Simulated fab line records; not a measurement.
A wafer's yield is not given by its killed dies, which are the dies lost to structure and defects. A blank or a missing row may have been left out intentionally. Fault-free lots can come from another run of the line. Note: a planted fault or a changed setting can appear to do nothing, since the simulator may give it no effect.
fab line records	flow n5Finfet
record: lots: 24	wafers: 72	lastDay: 22
route steps=1938 shown BEOL_M9@1455 BEOL_M10@1470 BEOL_M11@1536
lots untouched by any fault: they come from a run of this same line in which no faults occurred
startH: hours from the record's opening day to when the first of the lot's shown wafers began	waitH: how many hours have passed since the lot's step before this one	" repeats the value in the row above	L1.1+2: a row that stands for several wafers	- no value present, or no start provided	* or withheld: withheld	< > ~ a bound
route shown NAME@n: a module of which the file shows steps, and the number in the route of the first	usual: mean and standard deviation over wafers with no fault	same: alike in all rows	chamber/n: place in a boat	sites: per-site readings	_std_site: standard deviation of those values	_edge_site: outer sites' mean less inner sites'	radiusMm: for every site, how far away it sits from the centre of the wafer	mask NAME#n: copy n	behind: tool/chamber where the wafer was last shaped	hold: cause of the lot's hold/its duration in hours/its outcome	device: whichever transistor did not switch (one of n, p or np)	end of line: tests run on the same wafers once the route is complete	a step given without rows: its recipe and nothing more	killed: not the wafer's yield, but the dies lost to structure and defects at the first sort	map: a wafer's dies, x killed, . not, _ none there
set.NAME: the setting the step ran with; set.NAME@STEP: the setting that earlier step ran with	model.NAME: the simulator's own value behind a step, which no gauge read
steps of the route over a sample of lots; a table a step, a row a wafer
services: a tool's chamber out of use, with start hour (startH, from the record's first day; less than 0 if before it), hours out, and reason
== steps ==
step: N5_BEOL_M9_CURE_72
recipe: tempC: 370	timeS: 120	ambient: DMADMS/He	material: SiCOH_lowk
usual: lampPowerPct: 52.32/0.058	wafer_temp_C_max: 371.7/0.56
lot.wafer	tool	chamber	startH	waitH	lampPowerPct	wafer_temp_C_max
L074.1	uvCure-03	2	231.87	0.1	52.46	371.2
L074.3	"	2	"	"	52.36	370.9
L074.5	"	2	"	"	52.31	371.5
L075.2	uvCure-03	1	260.53	0.1	52.34	371.5
L075.4	"	1	"	"	52.34	372.0
L075.5	"	1	"	"	52.26	372.2
L077.1	uvCure-01	2	271.90	0.0	52.28	372.0
L077.4	"	2	"	"	52.31	372.3
L077.6	"	2	"	"	52.27	371.9
L076.4	uvCure-02	1	279.68	0.2	52.34	372.1
L076.5	"	1	"	"	52.26	372.0
L076.6	"	1	"	"	52.30	372.8
L078.4	uvCure-01	2	289.18	0.2	52.24	372.3
L078.5	"	2	"	"	52.28	371.6
L078.6	"	2	"	"	52.31	372.0
L079.1	uvCure-01	0	292.05	0.0	52.35	373.3
L079.3	"	0	"	"	52.30	372.5
L079.4	"	0	"	"	52.37	372.3
L080.3	uvCure-02	1	302.41	0.2	52.28	372.5
L080.4	"	1	"	"	52.19	372.2
L080.5	"	1	"	"	52.26	371.9
L081.1	uvCure-03	2	338.33	0.0	52.40	370.8
L081.2	"	2	"	"	52.21	371.6
L081.4	"	2	"	"	52.30	371.8
L083.2	uvCure-01	1	359.83	0.1	52.30	370.9
L083.3	"	1	"	"	52.31	371.1
L083.4	"	1	"	"	52.40	371.1
L084.4	uvCure-02	0	361.55	0.2	52.30	370.9
L084.5	"	0	"	"	52.39	370.9
L084.6	"	0	"	"	52.37	370.8
L085.1	uvCure-01	2	372.62	0.0	52.28	373.0
L085.2	"	2	"	"	52.25	372.1
L085.6	"	2	"	"	52.29	372.2
L086.3	uvCure-01	2	381.55	0.2	52.30	371.9
L086.5	"	2	"	"	52.36	371.7
L086.6	"	2	"	"	52.29	371.8
L087.2	uvCure-03	0	389.57	0.1	52.35	371.6
L087.4	"	0	"	"	52.32	371.2
L087.6	"	0	"	"	52.21	371.5
L090.3	uvCure-01	2	389.99	0.2	52.21	372.1
L090.5	"	2	"	"	52.29	372.9
L090.6	"	2	"	"	52.34	372.2
L088.2	uvCure-01	2	404.91	0.1	52.28	372.3
L088.5	"	2	"	"	52.34	372.5
L088.6	"	2	"	"	52.30	371.8
L097.3	uvCure-01	2	419.09	0.1	52.33	372.3
L097.4	"	2	"	"	52.28	371.9
L097.5	"	2	"	"	52.35	372.0
L095.4	uvCure-03	2	419.22	0.2	52.40	371.6
L095.5	"	2	"	"	52.30	371.8
L095.6	"	2	"	"	52.28	371.2
L091.1	uvCure-01	0	421.77	0.0	52.32	372.4
L091.2	"	0	"	"	52.36	373.1
L091.3	"	0	"	"	52.23	372.4
L092.1	uvCure-01	1	433.67	0.4	52.37	371.2
L092.2	"	1	"	"	52.28	371.5
L092.5	"	1	"	"	52.29	371.8
L094.1	uvCure-02	2	440.37	0.2	52.29	371.9
L094.5	"	2	"	"	52.27	371.7
L094.6	"	2	"	"	52.21	371.1
L089.1	uvCure-03	2	440.95	0.6	52.39	371.6
L089.2	"	2	"	"	52.30	371.1
L089.3	"	2	"	"	52.29	371.1
L093.1	uvCure-03	1	445.93	0.1	52.37	372.1
L093.4	"	1	"	"	52.24	371.1
L093.5	"	1	"	"	52.45	372.1
L082.1	uvCure-03	1	451.51	0.0	52.20	371.5
L082.3	"	1	"	"	52.40	371.6
L082.6	"	1	"	"	52.30	371.9
L096.3	uvCure-02	0	451.77	0.1	52.32	370.8
L096.4	"	0	"	"	52.28	371.3
L096.6	"	0	"	"	52.31	370.8
step: N5_BEOL_M9_DEGAS_44
recipe: ambient: vacuum	tempC: 250	timeS: 60
usual: heaterPowerW: 325/30
lot.wafer	tool	chamber	startH	waitH	heaterPowerW
L074.1	pvdSputter-01	-	232.89	0.9	322
L074.3	"	-	"	"	330
L074.5	"	-	"	"	329
L075.2	pvdSputter-01	-	260.81	0.2	340
L075.4	"	-	"	"	291
L075.5	"	-	"	"	286
L077.1	pvdSputter-01	-	274.28	2.3	283
L077.4	"	-	"	"	285
L077.6	"	-	"	"	280
L076.4	pvdSputter-01	-	279.85	0.1	276
L076.5	"	-	"	"	284
L076.6	"	-	"	"	335
L078.4	pvdSputter-02	-	290.99	1.8	368
L078.5	"	-	"	"	319
L078.6	"	-	"	"	304
L079.1	pvdSputter-02	-	292.44	0.3	343
L079.3	"	-	"	"	376
L079.4	"	-	"	"	290
L080.3	pvdSputter-02	-	302.90	0.4	353
L080.4	"	-	"	"	312
L080.5	"	-	"	"	371
L081.1	pvdSputter-01	-	338.70	0.3	285
L081.2	"	-	"	"	301
L081.4	"	-	"	"	330
L083.2	pvdSputter-01	-	360.98	1.1	292
L083.3	"	-	"	"	287
L083.4	"	-	"	"	327
L084.4	pvdSputter-01	-	361.72	0.1	334
L084.5	"	-	"	"	331
L084.6	"	-	"	"	294
L085.1	pvdSputter-01	-	372.94	0.3	291
L085.2	"	-	"	"	337
L085.6	"	-	"	"	332
L086.3	pvdSputter-03	-	382.03	0.4	356
L086.5	"	-	"	"	354
L086.6	"	-	"	"	367
L087.2	pvdSputter-01	-	390.10	0.5	335
L087.4	"	-	"	"	283
L087.6	"	-	"	"	286
L090.3	pvdSputter-03	-	390.41	0.3	293
L090.5	"	-	"	"	324
L090.6	"	-	"	"	287
L088.2	pvdSputter-02	-	405.36	0.4	297
L088.5	"	-	"	"	313
L088.6	"	-	"	"	371
L097.3	pvdSputter-02	-	419.31	0.2	315
L097.4	"	-	"	"	298
L097.5	"	-	"	"	369
L095.4	pvdSputter-01	-	419.47	0.2	288
L095.5	"	-	"	"	292
L095.6	"	-	"	"	330
L091.1	pvdSputter-02	-	422.35	0.5	287
L091.2	"	-	"	"	377
L091.3	"	-	"	"	318
L092.1	pvdSputter-02	-	434.15	0.4	377
L092.2	"	-	"	"	348
L092.5	"	-	"	"	365
L094.1	pvdSputter-03	-	440.72	0.3	294
L094.5	"	-	"	"	359
L094.6	"	-	"	"	368
L089.1	pvdSputter-03	-	441.30	0.3	359
L089.2	"	-	"	"	318
L089.3	"	-	"	"	356
L093.1	pvdSputter-03	-	446.58	0.6	320
L093.4	"	-	"	"	291
L093.5	"	-	"	"	290
L082.1	pvdSputter-03	-	452.20	0.6	354
L082.3	"	-	"	"	315
L082.6	"	-	"	"	359
L096.3	pvdSputter-03	-	452.28	0.5	364
L096.4	"	-	"	"	370
L096.6	"	-	"	"	289
step: N5_BEOL_M9_SPUTTER_48
recipe: material: Cu	targetThkA: 120	tempC: -20	biasV: 60	powerW: 26000	chamberPressurePa: 0.13	timeS: 2
usual: biasV: 60.0/0.59	throttleValvePct: 29.5/1
lot.wafer	tool	chamber	startH	waitH	biasV	throttleValvePct
L074.1	pvdSputter-01	-	233.60	0.2	59.9	28.4
L074.3	"	-	"	"	59.6	31.3
L074.5	"	-	"	"	59.6	29.6
L075.2	pvdSputter-01	-	261.64	0.1	59.2	28.5
L075.4	"	-	"	"	60.1	29.9
L075.5	"	-	"	"	60.5	31.4
L077.1	pvdSputter-01	-	275.50	0.1	60.3	28.6
L077.4	"	-	"	"	60.6	31.3
L077.6	"	-	"	"	60.2	29.4
L076.4	pvdSputter-01	-	280.40	0.0	59.2	29.3
L076.5	"	-	"	"	59.5	30.2
L076.6	"	-	"	"	60.8	29.3
L078.4	pvdSputter-02	-	291.71	0.1	60.2	28.3
L078.5	"	-	"	"	60.6	31.0
L078.6	"	-	"	"	60.0	28.7
L079.1	pvdSputter-01	-	294.68	0.1	60.0	30.0
L079.3	"	-	"	"	60.0	28.3
L079.4	"	-	"	"	59.4	31.4
L080.3	pvdSputter-01	-	303.48	0.1	59.7	28.4
L080.4	"	-	"	"	59.1	31.5
L080.5	"	-	"	"	59.1	29.6
L081.1	pvdSputter-01	-	339.36	0.1	60.3	28.6
L081.2	"	-	"	"	60.0	30.0
L081.4	"	-	"	"	60.7	31.5
L083.2	pvdSputter-01	-	361.80	0.1	59.7	29.7
L083.3	"	-	"	"	60.2	28.4
L083.4	"	-	"	"	60.0	31.2
L084.4	pvdSputter-01	-	363.92	0.1	59.8	31.4
L084.5	"	-	"	"	58.9	31.4
L084.6	"	-	"	"	60.2	28.4
L085.1	pvdSputter-02	-	373.68	0.1	60.7	30.3
L085.2	"	-	"	"	60.7	28.7
L085.6	"	-	"	"	60.5	28.6
L086.3	pvdSputter-03	-	382.91	0.3	61.1	28.1
L086.5	"	-	"	"	60.4	29.4
L086.6	"	-	"	"	60.2	28.1
L087.2	pvdSputter-02	-	390.66	0.1	60.3	28.7
L087.4	"	-	"	"	60.6	28.6
L087.6	"	-	"	"	59.9	30.0
L090.3	pvdSputter-01	-	394.29	2.7	60.5	29.5
L090.5	"	-	"	"	59.2	29.2
L090.6	"	-	"	"	59.8	30.2
L088.2	pvdSputter-03	-	406.11	0.1	59.4	29.2
L088.5	"	-	"	"	61.4	28.9
L088.6	"	-	"	"	58.3	29.6
L097.3	pvdSputter-03	-	420.74	0.1	60.5	28.8
L097.4	"	-	"	"	60.3	29.2
L097.5	"	-	"	"	60.2	29.1
L095.4	pvdSputter-03	-	420.90	0.0	59.7	28.8
L095.5	"	-	"	"	60.1	28.1
L095.6	"	-	"	"	59.7	29.4
L091.1	pvdSputter-02	-	424.55	0.2	61.3	28.5
L091.2	"	-	"	"	60.3	30.5
L091.3	"	-	"	"	59.5	28.7
L092.1	pvdSputter-01	-	434.86	0.1	59.4	31.5
L092.2	"	-	"	"	59.7	29.5
L092.5	"	-	"	"	59.4	30.0
L094.1	pvdSputter-03	-	441.38	0.1	61.1	29.2
L094.5	"	-	"	"	61.2	29.3
L094.6	"	-	"	"	59.7	28.6
L089.1	pvdSputter-03	-	441.98	0.1	59.9	29.3
L089.2	"	-	"	"	60.0	27.9
L089.3	"	-	"	"	60.3	28.9
L093.1	pvdSputter-02	-	449.03	0.1	60.2	30.9
L093.4	"	-	"	"	59.4	28.8
L093.5	"	-	"	"	60.6	28.7
L082.1	pvdSputter-02	-	452.91	0.1	59.4	28.3
L082.3	"	-	"	"	58.9	28.5
L082.6	"	-	"	"	60.5	31.3
L096.3	pvdSputter-03	-	453.04	0.1	59.0	29.3
L096.4	"	-	"	"	60.8	29.6
L096.6	"	-	"	"	61.0	29.1
step: N5_BEOL_M10_ILD_DEP_00
recipe: material: SiCOH_lowk	targetThkA: 3085.1	tempC: 300	precursor: DEMS/porogen	pressureTorr: 5	rfW: 500	timeS: 58
usual: heaterPowerW: 289/35	showerheadPlenumPTorr: 5.734/0.014	throttleValvePct: 13.9/0.58
lot.wafer	tool	chamber	startH	waitH	heaterPowerW	showerheadPlenumPTorr	throttleValvePct
L074.1	pecvd-04	1	234.62	0.0	256	5.743	13.5
L074.3	"	0	"	"	297	5.722	14.4
L074.5	"	1	"	"	261	5.742	13.2
L075.2	pecvd-04	1	262.67	0.0	268	5.739	13.7
L075.4	"	1	"	"	209	5.742	13.3
L075.5	"	0	"	"	295	5.716	14.4
L077.1	pecvd-03	1	276.54	0.0	267	5.721	14.4
L077.4	"	1	"	"	286	5.705	14.2
L077.6	"	0	"	"	334	5.727	14.4
L076.4	pecvd-03	2	281.48	0.1	317	5.735	13.0
L076.5	"	1	"	"	326	5.705	14.2
L076.6	"	0	"	"	265	5.720	14.1
L078.4	pecvd-03	1	292.75	0.1	254	5.719	14.2
L078.5	"	2	"	"	323	5.727	13.2
L078.6	"	0	"	"	307	5.726	14.2
L079.1	pecvd-03	1	295.73	0.0	322	5.713	14.4
L079.3	"	0	"	"	279	5.738	14.1
L079.4	"	1	"	"	320	5.729	14.2
L080.3	pecvd-04	0	304.90	0.0	313	5.718	14.3
L080.4	"	1	"	"	258	5.755	13.2
L080.5	"	2	"	"	211	5.730	14.0
L081.1	pecvd-03	1	340.51	0.0	305	5.712	14.3
L081.2	"	2	"	"	281	5.725	12.9
L081.4	"	1	"	"	319	5.717	14.6
L083.2	pecvd-04	2	362.86	0.0	235	5.719	14.0
L083.3	"	1	"	"	246	5.745	13.2
L083.4	"	2	"	"	250	5.727	13.9
L084.4	pecvd-04	2	365.36	0.1	251	5.750	14.2
L084.5	"	0	"	"	293	5.723	14.3
L084.6	"	1	"	"	255	5.757	13.6
L085.1	pecvd-03	2	375.03	0.0	284	5.737	13.1
L085.2	"	1	"	"	334	5.719	14.3
L085.6	"	0	"	"	306	5.729	14.4
L086.3	pecvd-03	0	383.95	0.0	332	5.739	14.6
L086.5	"	2	"	"	291	5.727	13.1
L086.6	"	0	"	"	339	5.747	14.3
L087.2	pecvd-04	0	391.69	0.0	291	5.734	14.2
L087.4	"	2	"	"	259	5.737	14.1
L087.6	"	1	"	"	262	5.755	13.2
L090.3	pecvd-03	0	395.30	0.0	283	5.735	14.5
L090.5	"	2	"	"	311	5.722	13.3
L090.6	"	1	"	"	332	5.723	14.2
L088.2	pecvd-01	2	407.12	0.0	303	5.737	13.2
L088.5	"	2	"	"	307	5.740	13.3
L088.6	"	0	"	"	241	5.745	15.0
L097.3	pecvd-01	1	421.80	0.0	301	5.762	13.7
L097.4	"	1	"	"	305	5.773	13.8
L097.5	"	0	"	"	245	5.732	15.2
L095.4	pecvd-01	2	422.09	0.1	364	5.745	13.3
L095.5	"	0	"	"	298	5.737	14.8
L095.6	"	1	"	"	335	5.738	13.8
L091.1	pecvd-04	2	425.67	0.0	257	5.744	14.2
L091.2	"	0	"	"	311	5.722	14.3
L091.3	"	1	"	"	271	5.751	13.4
L092.1	pecvd-04	0	436.24	0.0	301	5.706	14.3
L092.2	"	2	"	"	245	5.729	14.1
L092.5	"	0	"	"	301	5.714	14.2
L094.1	pecvd-04	2	442.40	0.0	245	5.725	14.1
L094.5	"	1	"	"	225	5.759	13.3
L094.6	"	2	"	"	253	5.720	14.3
L089.1	pecvd-04	1	443.22	0.0	278	5.750	13.3
L089.2	"	0	"	"	265	5.737	14.1
L089.3	"	2	"	"	253	5.728	14.2
L093.1	pecvd-01	2	450.05	0.0	337	5.752	13.3
L093.4	"	0	"	"	315	5.749	15.4
L093.5	"	1	"	"	324	5.762	13.9
L082.1	pecvd-01	1	453.99	0.0	308	5.745	13.6
L082.3	"	0	"	"	310	5.727	15.3
L082.6	"	2	"	"	306	5.753	13.2
L096.3	pecvd-03	1	454.34	0.0	312	5.723	14.3
L096.4	"	2	"	"	309	5.709	13.3
L096.6	"	0	"	"	306	5.729	14.6
step: N5_BEOL_M10_ETCH_62
recipe: chemistry: N2/H2	target: SOC	targetDepthA: 1100	overetchA: 220	maskMaterial: SiARC	tempC: 40	timeS: 165	ionEnergyEv: 200	pressureMtorr: 30	sourceW: 840	biasW: 150	n2FlowSccm: 200	h2FlowSccm: 200
usual: drypumpMotorCurrentA: 5.7/0.44	oesProductAu: 0.70/0.073	rfVppV: 525.1/2.7	showerheadPlenumPTorr: 2.59/0.097	throttleValvePct: 17.85/0.22
lot.wafer	tool	chamber	startH	waitH	drypumpMotorCurrentA	oesProductAu	rfHoursCounterH	rfVppV	showerheadPlenumPTorr	throttleValvePct
L074.1	rieDiel-05	1	236.17	0.0	5.4	0.78	21	527.4	2.72	17.74
L074.3	"	3	"	"	6.7	0.59	211	526.3	2.62	17.95
L074.5	"	0	"	"	6.3	0.74	-	525.8	2.60	17.88
L075.2	rieDiel-05	0	264.02	0.0	6.3	0.74	42	525.7	2.60	17.90
L075.4	"	0	"	"	6.3	0.74	-	525.7	2.60	17.89
L075.5	"	3	"	"	6.6	0.58	-	525.4	2.62	17.97
L077.1	rieDiel-02	3	277.90	0.0	5.6	0.64	178	520.7	2.43	18.04
L077.4	"	2	"	"	5.7	0.66	129	527.3	2.67	18.07
L077.6	"	3	"	"	5.6	0.64	-	520.6	2.43	18.07
L076.4	rieDiel-04	2	282.81	0.0	5.2	0.58	247	521.6	2.49	17.88
L076.5	"	3	"	"	5.1	0.79	-	525.0	2.59	17.76
L076.6	"	0	"	"	6.1	0.75	-	528.9	2.71	17.73
L078.4	rieDiel-04	0	295.49	0.1	6.1	0.75	-	527.5	2.71	17.73
L078.5	"	1	"	"	5.6	0.71	-	522.0	2.47	18.00
L078.6	"	3	"	"	5.1	0.79	-	525.5	2.59	17.76
L079.1	rieDiel-04	3	297.61	0.0	5.1	0.80	21	525.8	2.59	17.75
L079.3	"	1	"	"	5.6	0.72	83	522.8	2.47	18.01
L079.4	"	0	"	"	6.1	0.74	-	527.4	2.71	17.73
L080.3	rieDiel-05	2	307.20	0.0	5.8	0.81	4	526.4	2.60	17.74
L080.4	"	3	"	"	6.6	0.58	228	526.7	2.61	17.99
L080.5	"	0	"	"	6.3	0.73	-	525.7	2.59	17.92
L081.1	rieDiel-04	3	343.05	0.0	5.1	0.77	35	525.3	2.59	17.79
L081.2	"	1	"	"	5.5	0.70	96	520.9	2.46	18.04
L081.4	"	2	"	"	5.1	0.80	9	522.4	2.49	17.44
L083.2	rieDiel-05	0	364.85	0.0	6.3	0.71	69	525.2	2.59	17.94
L083.3	"	3	"	"	6.6	0.57	244	526.8	2.60	17.99
L083.4	"	1	"	"	5.4	0.72	52	528.8	2.71	17.78
L084.4	rieDiel-04	2	368.59	0.0	5.2	0.77	16	522.7	2.48	17.45
L084.5	"	1	"	"	5.6	0.70	-	520.7	2.46	18.05
L084.6	"	0	"	"	6.1	0.72	-	527.4	2.70	17.77
L085.1	rieDiel-04	2	377.09	0.0	5.2	0.77	18	521.3	2.48	17.45
L085.2	"	0	"	"	6.1	0.72	65	527.8	2.70	17.78
L085.6	"	3	"	"	5.1	0.75	-	525.0	2.58	17.80
L086.3	rieDiel-04	2	385.32	0.0	5.2	0.77	20	522.3	2.48	17.46
L086.5	"	2	"	"	5.2	0.77	-	521.5	2.48	17.47
L086.6	"	1	"	"	5.6	0.70	-	522.6	2.46	18.07
L087.2	rieDiel-05	1	395.49	0.0	5.4	0.71	61	526.9	2.70	17.79
L087.4	"	3	"	"	6.6	0.57	-	525.1	2.60	18.02
L087.6	"	1	"	"	5.4	0.71	-	528.6	2.70	17.80
L090.3	rieDiel-02	3	396.56	0.0	5.6	0.61	217	519.4	2.41	18.12
L090.5	"	0	"	"	5.6	0.83	-	529.7	2.72	17.40
L090.6	"	3	"	"	5.6	0.62	-	521.9	2.41	18.13
L088.2	rieDiel-04	3	409.71	0.0	5.1	0.74	53	524.9	2.58	17.80
L088.5	"	3	"	"	5.1	0.74	-	526.1	2.58	17.81
L088.6	"	2	"	"	5.1	0.76	-	522.7	2.48	17.47
L097.3	rieDiel-05	0	425.68	0.0	6.3	0.70	82	524.2	2.58	17.96
L097.4	"	1	"	"	5.4	0.69	73	527.8	2.70	17.81
L097.5	"	3	"	"	6.6	0.83	-	526.5	2.60	17.57
L095.4	rieDiel-02	1	425.79	0.0	5.8	0.58	246	525.8	2.61	17.96
L095.5	"	2	"	"	5.7	0.62	-	526.2	2.64	18.14
L095.6	"	1	"	"	5.8	0.58	-	525.8	2.61	17.96
L091.1	rieDiel-02	2	428.80	0.0	5.7	0.62	180	525.9	2.64	18.15
L091.2	"	3	"	"	5.6	0.60	227	519.0	2.41	18.14
L091.3	"	0	"	"	5.6	0.80	11	527.8	2.72	17.41
L092.1	rieDiel-02	2	438.78	0.0	5.7	0.62	183	526.7	2.64	18.15
L092.2	"	3	"	"	5.6	0.60	230	519.2	2.41	18.13
L092.5	"	2	"	"	5.7	0.62	-	525.8	2.64	18.15
L094.1	rieDiel-04	1	445.62	0.0	5.6	0.67	131	521.7	2.45	18.10
L094.5	"	0	"	"	6.1	0.70	-	527.2	2.69	17.81
L094.6	"	3	"	"	5.1	0.72	-	525.3	2.57	17.84
L089.1	rieDiel-02	3	445.94	0.0	5.6	0.61	234	520.4	2.40	18.15
L089.2	"	0	"	"	5.6	0.78	18	530.1	2.71	17.45
L089.3	"	2	"	"	5.7	0.62	187	526.4	2.64	18.16
L093.1	rieDiel-02	1	456.87	0.0	5.8	0.83	1	524.3	2.61	17.52
L093.4	"	0	"	"	5.6	0.78	23	528.6	2.71	17.44
L093.5	"	0	"	"	5.6	0.78	-	527.8	2.71	17.43
L082.1	rieDiel-05	3	457.02	0.0	6.6	0.79	9	526.0	2.60	17.60
L082.3	"	2	"	"	5.8	0.72	49	525.7	2.58	17.82
L082.6	"	0	"	"	6.3	0.68	-	524.8	2.58	17.99
L096.3	rieDiel-05	2	457.63	0.0	5.8	0.73	49	526.5	2.58	17.81
L096.4	"	0	"	"	6.3	0.68	91	524.8	2.58	17.98
L096.6	"	2	"	"	5.8	0.73	-	526.4	2.58	17.82
step: N5_BEOL_M11_ILD_DEP_00
recipe: material: SiCOH_lowk	targetThkA: 3085.1	tempC: 300	precursor: DEMS/porogen	pressureTorr: 5	rfW: 500	timeS: 58
usual: heaterPowerW: 274/37	showerheadPlenumPTorr: 5.735/0.015	throttleValvePct: 13.9/0.49
lot.wafer	tool	chamber	startH	waitH	heaterPowerW	showerheadPlenumPTorr	throttleValvePct
L074.1	pecvd-04	1	245.29	0.0	240	5.754	13.6
L074.3	"	2	"	"	260	5.730	13.7
L074.5	"	0	"	"	315	5.712	14.3
L075.2	pecvd-01	1	269.71	0.0	315	5.760	13.7
L075.4	"	2	"	"	296	5.742	12.8
L075.5	"	1	"	"	318	5.760	13.9
L077.1	pecvd-02	1	283.26	0.0	261	5.728	13.4
L077.4	"	1	"	"	259	5.760	13.5
L077.6	"	1	"	"	270	5.741	13.5
L076.4	pecvd-04	2	289.22	0.1	258	5.727	13.9
L076.5	"	0	"	"	306	5.729	14.1
L076.6	"	1	"	"	241	5.745	13.4
L078.4	pecvd-02	1	300.78	0.1	271	5.743	13.6
L078.5	"	2	"	"	241	5.718	13.7
L078.6	"	1	"	"	269	5.740	13.4
L079.1	pecvd-04	0	302.75	0.0	303	5.717	13.9
L079.3	"	2	"	"	243	5.730	13.9
L079.4	"	2	"	"	243	5.733	14.2
L080.3	pecvd-01	0	313.65	0.0	262	5.738	15.4
L080.4	"	0	"	"	267	5.737	15.1
L080.5	"	2	"	"	304	5.726	12.8
L081.1	pecvd-02	1	347.35	0.0	219	5.752	13.4
L081.2	"	0	"	"	344	5.731	14.3
L081.4	"	1	"	"	233	5.736	13.6
L083.2	pecvd-04	0	369.94	0.0	300	5.731	14.1
L083.3	"	2	"	"	260	5.737	14.3
L083.4	"	0	"	"	309	5.712	13.9
L084.4	pecvd-04	1	376.92	0.1	268	5.740	13.7
L084.5	"	2	"	"	202	5.733	14.5
L084.6	"	0	"	"	290	5.711	13.8
L085.1	pecvd-04	0	383.30	0.0	257	5.720	14.2
L085.2	"	1	"	"	247	5.762	13.6
L085.6	"	2	"	"	229	5.724	14.3
L086.3	pecvd-01	1	390.06	0.0	303	5.754	13.7
L086.5	"	2	"	"	362	5.743	13.0
L086.6	"	0	"	"	292	5.740	15.3
L087.2	pecvd-02	1	400.40	0.0	265	5.739	13.9
L087.4	"	0	"	"	350	5.745	14.2
L087.6	"	2	"	"	294	5.726	13.9
L090.3	pecvd-02	1	402.09	0.0	261	5.754	13.8
L090.5	"	0	"	"	321	5.737	14.3
L090.6	"	1	"	"	257	5.725	13.2
L088.2	pecvd-04	0	417.37	0.0	316	5.713	14.0
L088.5	"	2	"	"	249	5.721	14.2
L088.6	"	0	"	"	268	5.721	14.3
L095.4	pecvd-04	2	430.17	0.1	258	5.750	14.2
L095.5	"	0	"	"	320	5.724	14.1
L095.6	"	1	"	"	264	5.764	13.3
L097.3	pecvd-04	2	432.88	0.0	212	5.733	14.2
L097.4	"	0	"	"	258	5.713	14.1
L097.5	"	2	"	"	222	5.730	14.4
L091.1	pecvd-04	0	434.84	0.0	252	5.713	14.3
L091.2	"	2	"	"	218	5.728	14.2
L091.3	"	1	"	"	245	5.767	13.3
L092.1	pecvd-04	1	443.62	0.0	219	5.768	12.8
L092.2	"	0	"	"	306	5.735	14.2
L092.5	"	0	"	"	248	5.733	14.3
L094.1	pecvd-02	2	453.40	0.0	237	5.736	14.1
L094.5	"	0	"	"	365	5.748	14.3
L094.6	"	1	"	"	274	5.752	13.5
L089.1	pecvd-04	0	454.20	0.0	289	5.715	14.3
L089.2	"	2	"	"	232	5.734	14.3
L089.3	"	0	"	"	294	5.709	14.0
L093.1	pecvd-02	1	464.50	0.0	244	5.740	13.6
L093.4	"	0	"	"	323	5.740	14.0
L093.5	"	1	"	"	256	5.726	13.3
L082.1	pecvd-01	2	464.75	0.0	356	5.748	13.3
L082.3	"	1	"	"	326	5.753	13.8
L082.6	"	0	"	"	276	5.753	14.8
L096.3	pecvd-02	2	465.70	0.0	290	5.722	13.8
L096.4	"	2	"	"	297	5.729	13.9
L096.6	"	0	"	"	320	5.740	14.2
== services ==
tool	chamber	startH	hours	kind
uvCure-01	-	208.83	1.0	pm
uvCure-01	-	228.30	5.0	pm
uvCure-01	-	235.82	7.1	pm
uvCure-01	-	243.99	0.3	repair
uvCure-01	-	267.57	2.1	pm
pvdSputter-03	-	273.75	1.9	repair
pecvd-02	0	274.67	30.8	repair
uvCure-03	-	316.55	1.0	pm
pecvd-01	0	331.19	20.5	repair
rieDiel-05	1	333.99	5.9	repair
pecvd-02	2	337.97	16.0	repair
pecvd-04	-	343.78	0.7	repair
pecvd-02	2	355.96	3.8	repair
pecvd-01	-	367.97	1.2	repair
pvdSputter-03	-	368.86	6.0	repair
rieDiel-04	3	382.33	7.4	repair
rieDiel-04	0	393.93	4.7	repair
rieDiel-04	0	401.55	15.5	repair
pecvd-01	-	402.06	1.0	repair
uvCure-03	-	410.41	0.9	repair
pecvd-04	1	411.59	7.1	repair
pecvd-01	-	432.73	5.5	pm
pvdSputter-01	-	437.04	27.5	repair
uvCure-01	-	438.49	7.5	pm
== key ==
fault none
